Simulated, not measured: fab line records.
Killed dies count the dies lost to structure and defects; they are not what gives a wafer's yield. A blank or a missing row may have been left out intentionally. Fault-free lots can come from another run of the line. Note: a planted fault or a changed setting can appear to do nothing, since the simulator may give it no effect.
Which of the tools did it?	flow nandHarc	42 wafers from 14 lots sampled at 5 of the route's 1302 steps

WHAT EACH GAUGE READ, for each wafer
NHARC_A_BLC_OVL_MEAS_11. Usual: overlayXNm 0.0 nm, standard deviation 0.74; overlayYNm -0.2 nm, standard deviation 0.8.
lot	measured	on	overlayXNm (nm)	overlayYNm (nm)	flag
L720	day 23 03:36	overlay-02	0.7 0.3 0.7	0.1 0.3 0.4	
L722	day 23 23:42	overlay-02	-0.8 -0.2 -0.6	-0.1 -0.3 -0.2	
L725	day 25 02:05	overlay-01	1.6 0.9 0.8	-0.3 -0.3 -0.5	
L726	day 25 15:48	overlay-01	-0.4 -0.1 -0.8	-0.9 -0.3 -0.2	
L731	day 27 10:48	overlay-02	0.9 0.3 0.9	0.8 0.6 0.2	
L732	day 27 12:29	overlay-01	-0.2 -0.6 -0.5	0.1 -0.6 -0.7	
L733	day 28 06:02	overlay-02	1.5 1.1 0.5	-0.7 -1.1 -0.7	
L734	day 28 09:55	overlay-02	-0.7 -0.3 0.0	-0.2 -0.7 -0.6	
L737	day 30 11:02	overlay-01	-0.9 -0.9 -0.9	0.2 0.0 0.1	
L738	day 30 12:04	overlay-01	-0.3 -0.3 -0.4	-1.1 -0.8 -0.7	
L739	day 31 04:58	overlay-01	-0.2 0.0 -0.2	-0.8 -0.5 -0.5	
L740	day 31 07:52	overlay-01	0.3 -0.1 0.2	0.0 0.0 0.4	
L741	day 31 15:27	overlay-02	-0.2 -0.3 -0.5	1.6 1.7 0.9	
L742	day 31 23:08	overlay-02	0.1 0.3 0.6	1.9 2.1 1.4	

NHARC_A_BLC_CD_MEAS_19. Usual: 99.5 nm for cdNm, sd 2.9.
lot	measured	on	cdNm (nm)	flag
L720	day 23 04:40	cdSem-03	101.4 105.6 106.3	
L722	day 24 00:46	cdSem-02	97.8 96.8 96.0	
L725	day 25 03:09	cdSem-02	101.5 96.5 99.3	
L726	day 25 16:52	cdSem-01	94.7 97.3 98.4	
L731	day 27 11:51	cdSem-02	98.5 94.6 99.3	
L732	day 27 13:34	cdSem-03	100.6 100.7 101.4	
L733	day 28 07:05	cdSem-01	102.4 101.5 100.5	
L734	day 28 10:59	cdSem-03	100.1 100.3 102.0	
L737	day 30 12:07	cdSem-01	94.5 100.5 101.6	
L738	day 30 13:07	cdSem-03	99.5 98.5 97.9	
L739	day 31 06:02	cdSem-03	101.4 98.6 99.8	
L740	day 31 09:10	cdSem-01	97.1 95.2 99.9	
L741	day 31 16:31	cdSem-01	101.7 104.2 103.5	
L742	day 32 00:14	cdSem-01	98.9 99.4 104.8	

NHARC_END_SORT_01. Usual: killedAtArray 58, standard deviation 22; killedAtOther 1.0, standard deviation 1.3; killedAtPeriphery 5, standard deviation 3.4; killedDies 64, standard deviation 22; killedOpen 3.6, standard deviation 1.8; killedShort 2.4, standard deviation 1.7.
lot	measured	on	killedAtArray	killedAtOther	killedAtPeriphery	killedDies	killedOpen	killedShort	flag
L726	day 27 11:55	prober-02	77 77 80	0 1 1	4 2 2	81 80 83	4 2 4	2 1 6	
L731	day 29 05:23	prober-01	16 19 27	0 0 0	1 2 3	17 21 30	1 3 5	2 2 1	
L732	day 29 05:26	prober-02	102 89 98	0 0 0	3 1 3	105 90 101	2 1 4	4 1 0	
L737	day 32 06:52	prober-01	60 57 47	4 0 3	4 8 1	68 65 51	4 4 1	3 2 2	
L739	day 33 04:06	prober-01	88 78 66	3 0 0	2 0 7	93 78 73	6 1 7	6 5 3	
L741	day 33 11:53	prober-01	84 73 60	2 2 0	16 14 14	102 89 74	7 5 5	3 4 2	

EACH LOT AND THE TOOL THAT RAN IT (in order: tool; ch and the chambers of the sampled wafers; start)
lot	NHARC_A_CONTACT_ETCH_136	NHARC_A_BLC_SOFTBAKE_05
L720	harCapEtch-02 ch 0,1, day 22 22:56	lithoTrack-01 ch 0, day 23 03:00
L722	harCapEtch-03 ch 0,1, day 23 19:08	lithoTrack-04 ch 0, day 23 23:00
L725	harCapEtch-03 ch 0,1, day 24 20:32	lithoTrack-06 ch 0, day 25 01:00
L726	harCapEtch-02 ch 0,1, day 25 11:20	lithoTrack-06 ch 0, day 25 15:00
L731	harCapEtch-03 ch 0,1, day 27 06:17	lithoTrack-01 ch 0, day 27 10:00
L732	harCapEtch-03 ch 0,1, day 27 07:55	lithoTrack-01 ch 0, day 27 11:00
L733	harCapEtch-03 ch 0,1, day 28 01:15	lithoTrack-01 ch 0, day 28 05:00
L734	harCapEtch-02 ch 0,1, day 28 05:04	lithoTrack-06 ch 0, day 28 09:00
L737	harCapEtch-02 ch 0,1, day 30 06:33	lithoTrack-04 ch 0, day 30 10:00
L738	harCapEtch-03 ch 0,1, day 30 07:24	lithoTrack-04 ch 0, day 30 11:00
L739	harCapEtch-01 ch 0,1, day 31 00:01	lithoTrack-04 ch 0, day 31 04:00
L740	harCapEtch-01 ch 0,1, day 31 03:23	lithoTrack-01 ch 0, day 31 07:00
L741	harCapEtch-01 ch 0, day 31 10:52	lithoTrack-06 ch 0, day 31 14:00
L742	harCapEtch-03 ch 0,1, day 31 18:37	lithoTrack-06 ch 0, day 31 22:00
- NHARC_A_CONTACT_ETCH_136: etches the open film in C4F8/O2/Ar, time 311 s, target depth 1912 nm.
- NHARC_A_BLC_SOFTBAKE_05: time 55 s.

AS READ BY THE TOOLS THEMSELVES (means over the sampled wafers that have a number; for cases with no such wafer, the mark the record gives instead)
NHARC_A_BLC_SOFTBAKE_05. Usual: exhaustPa 45.0 Pa, standard deviation 0.88; heaterPowerTotalW 188.47 W, standard deviation 0.15.
lot	tool	exhaustPa (Pa)	heaterPowerTotalW (W)	flag
L720	lithoTrack-01	45.3	188.51	
L722	lithoTrack-04	44.3	188.44	
L725	lithoTrack-06	44.9	188.49	
L726	lithoTrack-06	44.3	188.49	
L731	lithoTrack-01	45.5	235.90	OFF
L732	lithoTrack-01	45.7	236.11	OFF
L733	lithoTrack-01	45.0	236.30	OFF
L734	lithoTrack-06	45.3	188.52	
L737	lithoTrack-04	44.2	188.47	
L738	lithoTrack-04	45.6	188.36	
L739	lithoTrack-04	45.3	188.62	
L740	lithoTrack-01	45.4	188.38	
L741	lithoTrack-06	44.9	188.51	
L742	lithoTrack-06	44.7	188.57	

THE ANSWER, worked out from the rows above alone
Rule: lot off if the mean of its wafers having a number is beyond 3 standard deviations from the usual mean. A lot without any number at a reading at which 4 lots or more have one is off too. Where the step has rows for the other lots, those lots are counted as sound. Order of review: gauges by route order, followed by the tools' own readings, for which a lot's mean as printed above is used. At the first step where some lot is off, the reading lying furthest off is the one used; lots without a number count as furthest.
Off, at NHARC_A_BLC_SOFTBAKE_05 on heaterPowerTotalW: L731, L732, L733.
A tool fits if, at that step or a process step before it, it ran every lot that is off, and no sound lot after the first of them. No candidate that was tried fits.

WHAT THE SIMULATOR PUT IN
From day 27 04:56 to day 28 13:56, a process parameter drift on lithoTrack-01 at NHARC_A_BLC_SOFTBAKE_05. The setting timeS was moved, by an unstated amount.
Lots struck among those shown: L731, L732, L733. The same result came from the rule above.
